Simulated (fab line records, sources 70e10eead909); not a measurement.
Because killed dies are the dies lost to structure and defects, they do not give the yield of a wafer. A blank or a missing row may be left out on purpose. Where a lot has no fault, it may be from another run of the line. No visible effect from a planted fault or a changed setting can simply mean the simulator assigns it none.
Which tool did it?	flow nandHarc	Sampling: 24 lots, 72 wafers, 6 of 1302 route steps

## WHAT THE GAUGES READ, wafer by wafer
The record holds no reading of a measuring or inspecting step that can be judged against a usual standard deviation.

## WHAT TOOL EACH LOT RAN ON (gives the tool, then ch and the chambers of the sampled wafers, and finally the start)
lot	NHARC_A_STAIRCASE_DESCUM_11	NHARC_A_STAIRCASE_ETCH_17	NHARC_A_STAIRCASE_TRIM_18	NHARC_A_STAIRCASE_ETCH_19	NHARC_A_STAIRCASE_ETCH_25	NHARC_A_STAIRCASE_TRIM_191
L074	rieDiel-05 ch 2,3, day 15 05:08	rieDiel-05 ch 0,1,3, no start	rieDiel-05 ch 2,3, no start	rieDiel-05 ch 1,2,3, no start	rieDiel-05 ch 0,1,3, no start	rieDiel-09 ch 0,2,3, no start
L075	rieDiel-09 ch 1,2,3, day 15 23:17	rieDiel-09 ch 1,2, no start	rieDiel-09 ch 0,3, no start	rieDiel-09 ch 0,1,3, no start	rieDiel-05 ch 0,1, no start	rieDiel-05 ch 1,2,3, no start
L076	rieDiel-09 ch 2,3, day 16 22:22	rieDiel-09 ch 1,3, no start	rieDiel-09 ch 0,2,3, no start	rieDiel-09 ch 1,2, no start	rieDiel-05 ch 0,1,2, no start	rieDiel-08 ch 0,1, no start
L077	rieDiel-08 ch 1,2, day 17 04:04	rieDiel-08 ch 0,1, no start	rieDiel-08 ch 0,1, no start	rieDiel-08 ch 1,2, no start	rieDiel-08 ch 0,2,3, no start	rieDiel-05 ch 1,3, no start
L078	rieDiel-09 ch 0,2,3, day 17 04:25	rieDiel-09 ch 0,1,2, no start	rieDiel-09 ch 0,1,2, no start	rieDiel-09 ch 0,1,2, no start	rieDiel-09 ch 0,1,3, no start	rieDiel-05 ch 0,1,2, no start
L079	rieDiel-09 ch 0,2,3, day 17 21:43	rieDiel-09 ch 0,2,3, no start	rieDiel-09 ch 0,2,3, no start	rieDiel-09 ch 1,2,3, no start	rieDiel-09 ch 0,1,2, no start	rieDiel-09 ch 1,2,3, no start
L080	rieDiel-08 ch 0,3, day 18 03:26	rieDiel-08 ch 0,1,2, no start	rieDiel-08 ch 1,2, no start	rieDiel-08 ch 0,1,2, no start	rieDiel-09 ch 1,2,3, no start	rieDiel-05 ch 1,2, no start
L081	rieDiel-09 ch 0,2,3, day 18 09:08	rieDiel-09 ch 0,3, no start	rieDiel-09 ch 0,1,3, no start	rieDiel-09 ch 1,2,3, no start	rieDiel-05 ch 1,2,3, no start	rieDiel-09 ch 0,1,3, no start
L082	rieDiel-08 ch 0,1,2, day 19 08:10	rieDiel-08 ch 1,2,3, no start	rieDiel-08 ch 1,2,3, no start	rieDiel-08 ch 1,2,3, no start	rieDiel-09 ch 0,1,3, no start	rieDiel-09 ch 0,1,3, no start
L083	rieDiel-05 ch 0,3, day 19 15:20	rieDiel-05 ch 0,1,3, no start	rieDiel-05 ch 0,1,3, no start	rieDiel-05 ch 1,2,3, no start	rieDiel-09 ch 0,1,2, no start	rieDiel-08 ch 0,2,3, no start
L085	rieDiel-05 ch 2,3, day 20 06:10	rieDiel-05 ch 1,2,3, no start	rieDiel-05 ch 1,3, no start	rieDiel-05 ch 1,2,3, no start	rieDiel-09 ch 0,1, no start	rieDiel-09 ch 1,2,3, no start
L084	rieDiel-09 ch 1,3, day 20 06:31	rieDiel-09 ch 0,3, no start	rieDiel-09 ch 0,1,3, no start	rieDiel-09 ch 0,1, no start	rieDiel-05 ch 2,3, no start	rieDiel-09 ch 2,3, no start
L086	rieDiel-05 ch 2,3, day 20 06:41	rieDiel-05 ch 1,3, no start	rieDiel-05 ch 1,2,3, no start	rieDiel-05 ch 1,3, no start	rieDiel-05 ch 1,3, no start	rieDiel-09 ch 1,3, no start
L087	rieDiel-08 ch 2,3, day 21 12:11	rieDiel-08 ch 2,3, no start	rieDiel-08 ch 0,3, no start	rieDiel-08 ch 2,3, no start	rieDiel-05 ch 0,2,3, no start	rieDiel-05 ch 0,1,3, no start
L088	rieDiel-08 ch 0,3, day 21 13:17	rieDiel-08 ch 0,2,3, no start	rieDiel-08 ch 0,2, no start	rieDiel-08 ch 0,3, no start	rieDiel-08 ch 0,2,3, no start	rieDiel-05 ch 1,2,3, no start
L090	rieDiel-08 ch 0,2, day 22 00:59	rieDiel-08 ch 1,3, no start	rieDiel-08 ch 1,2,3, no start	rieDiel-08 ch 1,3, no start	rieDiel-05 ch 1,2,3, no start	rieDiel-09 ch 0,1, no start
L089	rieDiel-08 ch 0,1,2, day 22 01:14	rieDiel-08 ch 2,3, no start	rieDiel-08 ch 2,3, no start	rieDiel-08 ch 0,1,3, no start	rieDiel-08 ch 0,3, no start	rieDiel-08 ch 1,2, no start
L092	rieDiel-05 ch 1,2,3, day 22 21:11	rieDiel-05 ch 1,2,3, no start	rieDiel-05 ch 0,1,2, no start	rieDiel-05 ch 0,2, no start	rieDiel-09 ch 0,2,3, no start	rieDiel-05 ch 0,1,2, no start
L091	rieDiel-05 ch 0,2,3, day 22 21:29	rieDiel-05 ch 0,3, no start	rieDiel-05 ch 0,3, no start	rieDiel-05 ch 2,3, no start	rieDiel-08 ch 0,3, no start	rieDiel-09 ch 2,3, no start
L093	rieDiel-05 ch 0,3, day 23 14:31	rieDiel-05 ch 0,1,2, no start	rieDiel-05 ch 1,2,3, no start	rieDiel-05 ch 0,1,2, no start	rieDiel-09 ch 1,2, no start	rieDiel-05 ch 0,3, no start
L094	rieDiel-08 ch 0,2,3, day 24 07:56	rieDiel-08 ch 2,3, no start	rieDiel-08 ch 1,2,3, no start	rieDiel-08 ch 1,2, no start	rieDiel-08 ch 1,2, no start	rieDiel-08 ch 0,3, no start
L095	rieDiel-08 ch 2,3, day 24 16:35	rieDiel-08 ch 0,1, no start	rieDiel-08 ch 0,2,3, no start	rieDiel-08 ch 0,1,2, no start	rieDiel-05 ch 0,3, no start	rieDiel-08 ch 0,1, no start
L096	rieDiel-08 ch 0,1, day 24 20:53	rieDiel-08 ch 1,2,3, no start	rieDiel-08 ch 0,1,3, no start	rieDiel-08 ch 0,1, no start	rieDiel-05 ch 0,1, no start	rieDiel-08 ch 1,3, no start
L097	rieDiel-05 ch 1,2, day 26 01:11	rieDiel-05 ch 1,2, no start	rieDiel-05 ch 0,1,2, no start	rieDiel-05 ch 0,2, no start	rieDiel-09 ch 0,1, no start	rieDiel-05 ch 0,2, no start
- NHARC_A_STAIRCASE_DESCUM_11: chemistry O2, time 3 s.
- NHARC_A_STAIRCASE_ETCH_17: etches the open film in C4F8/O2, target depth 100 nm, time 40.5 s.
- NHARC_A_STAIRCASE_TRIM_18: chemistry O2, time 211.2 s.
- NHARC_A_STAIRCASE_ETCH_19: etches the open film in C4F8/O2, target depth 100 nm, time 40.5 s.
- NHARC_A_STAIRCASE_ETCH_25: etches the open film in C4F8/O2, target depth 100 nm, time 40.5 s.
- NHARC_A_STAIRCASE_TRIM_191: chemistry O2, time 211.2 s.

## AS READ BY THE TOOLS THEMSELVES (means over the sampled wafers that have a number; for cases with no such wafer, the mark the record gives instead)
NHARC_A_STAIRCASE_DESCUM_11. Usual: drypumpMotorCurrentA 6.17 A, standard deviation 0.25; oesProductAu 1.000 a.u., standard deviation 0.0087; rfVppV 57.9 V, standard deviation 0.95; showerheadPlenumPTorr 1.93 Torr, standard deviation 0.1; throttleValvePct 11.311 %, standard deviation 0.009.
lot	tool	drypumpMotorCurrentA (A)	oesProductAu (a.u.)	rfVppV (V)	showerheadPlenumPTorr (Torr)	throttleValvePct (%)	flag
L074	rieDiel-05	6.29	0.997	58.3	1.79	11.307	
L075	rieDiel-09	5.94	1.007	58.2	1.95	11.319	
L076	rieDiel-09	6.18	1.002	58.2	1.88	11.320	
L077	rieDiel-08	6.05	1.012	58.0	2.06	11.314	
L078	rieDiel-09	6.24	1.010	58.0	1.87	11.306	
L079	rieDiel-09	6.21	0.999	58.1	1.87	11.317	
L080	rieDiel-08	6.34	0.999	57.2	1.87	11.321	
L081	rieDiel-09	6.23	1.003	57.8	1.87	11.303	
L082	rieDiel-08	6.22	1.002	57.1	2.02	11.317	
L083	rieDiel-05	6.20	0.997	57.9	2.00	11.311	
L085	rieDiel-05	6.21	0.998	57.7	1.90	11.309	
L084	rieDiel-09	5.69	1.001	58.4	2.01	11.305	
L086	rieDiel-05	6.22	0.998	57.8	1.90	11.314	
L087	rieDiel-08	6.30	0.995	57.5	1.98	11.317	
L088	rieDiel-08	6.37	0.996	58.5	1.89	11.308	
L090	rieDiel-08	6.34	0.995	58.4	2.01	11.314	
L089	rieDiel-08	6.22	1.004	57.3	2.01	11.311	
L092	rieDiel-05	6.20	0.994	57.6	1.91	11.321	
L091	rieDiel-05	6.11	0.995	56.8	1.92	11.305	
L093	rieDiel-05	6.02	1.008	58.7	1.93	11.310	
L094	rieDiel-08	6.33	0.989	57.6	1.93	11.309	
L095	rieDiel-08	6.29	1.005	57.7	1.90	11.319	
L096	rieDiel-08	6.09	1.009	57.7	2.00	11.308	
L097	rieDiel-05	6.11	0.990	57.7	1.82	11.309	

NHARC_A_STAIRCASE_ETCH_17. Usual: oesProductAu 0.941 a.u., standard deviation 0.011; rfVppV 897 V, standard deviation 6.3.
lot	tool	oesProductAu (a.u.)	rfVppV (V)	flag
L074	rieDiel-05	0.948	892	
L075	rieDiel-09	0.940	895	
L076	rieDiel-09	0.944	902	
L077	rieDiel-08	0.937	901	
L078	rieDiel-09	0.946	894	
L079	rieDiel-09	0.956	893	
L080	rieDiel-08	0.928	902	
L081	rieDiel-09	0.951	893	
L082	rieDiel-08	0.947	900	
L083	rieDiel-05	0.944	898	
L085	rieDiel-05	0.928	897	
L084	rieDiel-09	0.944	893	
L086	rieDiel-05	0.939	896	
L087	rieDiel-08	0.933	900	
L088	rieDiel-08	0.933	898	
L090	rieDiel-08	0.946	899	
L089	rieDiel-08	0.934	895	
L092	rieDiel-05	0.939	895	
L091	rieDiel-05	0.938	897	
L093	rieDiel-05	0.925	892	
L094	rieDiel-08	0.955	900	
L095	rieDiel-08	0.954	901	
L096	rieDiel-08	0.942	900	
L097	rieDiel-05	0.930	890	

NHARC_A_STAIRCASE_TRIM_18. Usual: drypumpMotorCurrentA 6.19 A, standard deviation 0.24; oesProductAu 0.999 a.u., standard deviation 0.0091; rfVppV 57.8 V, standard deviation 0.89; showerheadPlenumPTorr 3.55 Torr, standard deviation 0.17; throttleValvePct 17.036 %, standard deviation 0.0088.
lot	tool	drypumpMotorCurrentA (A)	oesProductAu (a.u.)	rfVppV (V)	showerheadPlenumPTorr (Torr)	throttleValvePct (%)	flag
L074	rieDiel-05	6.30	1.000	57.1	3.32	17.035	
L075	rieDiel-09	6.28	0.998	57.8	3.46	17.028	
L076	rieDiel-09	6.22	1.005	57.2	3.46	17.041	
L077	rieDiel-08	6.26	1.002	58.4	3.63	17.034	
L078	rieDiel-09	6.08	0.994	57.5	3.48	17.034	
L079	rieDiel-09	6.26	1.010	57.2	3.46	17.041	
L080	rieDiel-08	6.20	1.000	58.4	3.79	17.035	
L081	rieDiel-09	6.00	0.998	57.5	3.58	17.043	
L082	rieDiel-08	6.20	0.989	58.4	3.65	17.034	
L083	rieDiel-05	6.11	0.999	57.6	3.56	17.042	
L085	rieDiel-05	6.29	0.990	58.1	3.68	17.037	
L084	rieDiel-09	5.99	1.001	58.5	3.57	17.038	
L086	rieDiel-05	6.20	0.992	57.7	3.53	17.041	
L087	rieDiel-08	6.39	0.997	57.6	3.49	17.035	
L088	rieDiel-08	6.41	1.003	58.4	3.62	17.030	
L090	rieDiel-08	6.19	0.999	58.0	3.64	17.031	
L089	rieDiel-08	6.30	0.992	57.6	3.51	17.030	
L092	rieDiel-05	6.03	0.996	56.5	3.41	17.040	
L091	rieDiel-05	6.20	1.005	57.1	3.67	17.044	
L093	rieDiel-05	6.19	0.995	57.5	3.52	17.040	
L094	rieDiel-08	6.19	1.014	58.5	3.63	17.037	
L095	rieDiel-08	6.36	0.998	57.4	3.56	17.041	
L096	rieDiel-08	6.21	1.013	58.0	3.55	17.039	
L097	rieDiel-05	6.01	0.999	57.2	3.40	17.029	

NHARC_A_STAIRCASE_ETCH_19. Usual: oesProductAu 0.943 a.u., standard deviation 0.011; rfVppV 897 V, standard deviation 6.4.
lot	tool	oesProductAu (a.u.)	rfVppV (V)	flag
L074	rieDiel-05	0.942	889	
L075	rieDiel-09	0.951	898	
L076	rieDiel-09	0.952	899	
L077	rieDiel-08	0.960	906	
L078	rieDiel-09	0.948	894	
L079	rieDiel-09	0.946	897	
L080	rieDiel-08	0.934	902	
L081	rieDiel-09	0.944	897	
L082	rieDiel-08	0.934	900	
L083	rieDiel-05	0.935	896	
L085	rieDiel-05	0.924	896	
L084	rieDiel-09	0.941	898	
L086	rieDiel-05	0.934	901	
L087	rieDiel-08	0.931	896	
L088	rieDiel-08	0.937	894	
L090	rieDiel-08	0.943	899	
L089	rieDiel-08	0.956	897	
L092	rieDiel-05	0.940	893	
L091	rieDiel-05	0.945	900	
L093	rieDiel-05	0.947	891	
L094	rieDiel-08	0.958	904	
L095	rieDiel-08	0.950	901	
L096	rieDiel-08	0.949	898	
L097	rieDiel-05	0.929	890	

NHARC_A_STAIRCASE_ETCH_25. Usual: oesProductAu 0.944 a.u., standard deviation 0.012; rfVppV 896 V, standard deviation 6.4.
lot	tool	oesProductAu (a.u.)	rfVppV (V)	flag
L074	rieDiel-05	0.934	891	
L075	rieDiel-05	0.937	894	
L076	rieDiel-05	0.949	892	
L077	rieDiel-08	0.944	899	
L078	rieDiel-09	0.946	898	
L079	rieDiel-09	0.933	894	
L080	rieDiel-09	0.955	898	
L081	rieDiel-05	0.933	896	
L082	rieDiel-09	0.947	898	
L083	rieDiel-09	0.944	895	
L085	rieDiel-09	0.939	894	
L084	rieDiel-05	0.931	896	
L086	rieDiel-05	0.923	900	
L087	rieDiel-05	0.940	896	
L088	rieDiel-08	0.935	897	
L090	rieDiel-05	0.943	896	
L089	rieDiel-08	0.948	892	
L092	rieDiel-09	0.945	892	
L091	rieDiel-08	0.948	893	
L093	rieDiel-09	0.955	898	
L094	rieDiel-08	0.945	904	
L095	rieDiel-05	0.946	897	
L096	rieDiel-05	0.952	893	
L097	rieDiel-09	0.956	892	

NHARC_A_STAIRCASE_TRIM_191. Usual: drypumpMotorCurrentA 6.14 A, standard deviation 0.26; oesProductAu 1.000 a.u., standard deviation 0.0084; rfVppV 57.8 V, standard deviation 1.1; showerheadPlenumPTorr 3.52 Torr, standard deviation 0.17; throttleValvePct 17.037 %, standard deviation 0.0088.
lot	tool	drypumpMotorCurrentA (A)	oesProductAu (a.u.)	rfVppV (V)	showerheadPlenumPTorr (Torr)	throttleValvePct (%)	flag
L074	rieDiel-09	6.24	0.997	57.1	3.47	17.032	
L075	rieDiel-05	6.19	1.000	58.3	3.37	17.036	
L076	rieDiel-08	6.10	1.006	59.3	3.70	17.045	
L077	rieDiel-05	6.19	0.997	57.5	3.39	17.038	
L078	rieDiel-05	6.02	1.000	57.0	3.43	17.040	
L079	rieDiel-09	5.94	1.003	57.4	3.59	17.040	
L080	rieDiel-05	6.12	1.006	58.6	3.42	17.035	
L081	rieDiel-09	6.01	0.996	57.7	3.58	17.040	
L082	rieDiel-09	5.99	0.998	58.2	3.57	17.039	
L083	rieDiel-08	6.35	0.992	58.5	3.58	17.027	
L085	rieDiel-09	5.94	0.998	57.0	3.58	17.032	
L084	rieDiel-09	6.20	1.006	57.6	3.46	17.045	
L086	rieDiel-09	5.71	0.997	57.6	3.70	17.033	
L087	rieDiel-05	6.11	0.994	58.0	3.56	17.031	
L088	rieDiel-05	6.20	0.989	57.1	3.53	17.039	
L090	rieDiel-09	6.15	1.005	57.2	3.46	17.039	
L089	rieDiel-08	6.20	1.001	58.5	3.77	17.044	
L092	rieDiel-05	6.01	0.994	57.7	3.41	17.040	
L091	rieDiel-09	6.10	0.999	57.9	3.54	17.038	
L093	rieDiel-05	6.22	0.996	58.1	3.67	17.036	
L094	rieDiel-08	6.40	1.005	57.7	3.48	17.032	
L095	rieDiel-08	6.10	1.004	57.8	3.67	17.046	
L096	rieDiel-08	6.19	1.010	58.0	3.49	17.044	
L097	rieDiel-05	5.93	0.998	56.2	3.41	17.046	

## THE ANSWER, worked out from the rows above alone
Rule: take the mean of a lot's wafers that have a number; if it is more than 3 standard deviations from the usual mean, the lot is off. Also off: a lot with no number at a reading for which 4 or more lots have one. Any other lot the step has rows for is counted as sound. First the gauges in route order, then the tools' own readings, where a lot's mean is used as printed above. The first step at which some lot is off is used, and at that step the reading that is off furthest; a lot without a number counts as furthest.
No lot is off on any of the readings shown, so nothing can be concluded from this.

## WHAT THE SIMULATOR HAD PUT IN
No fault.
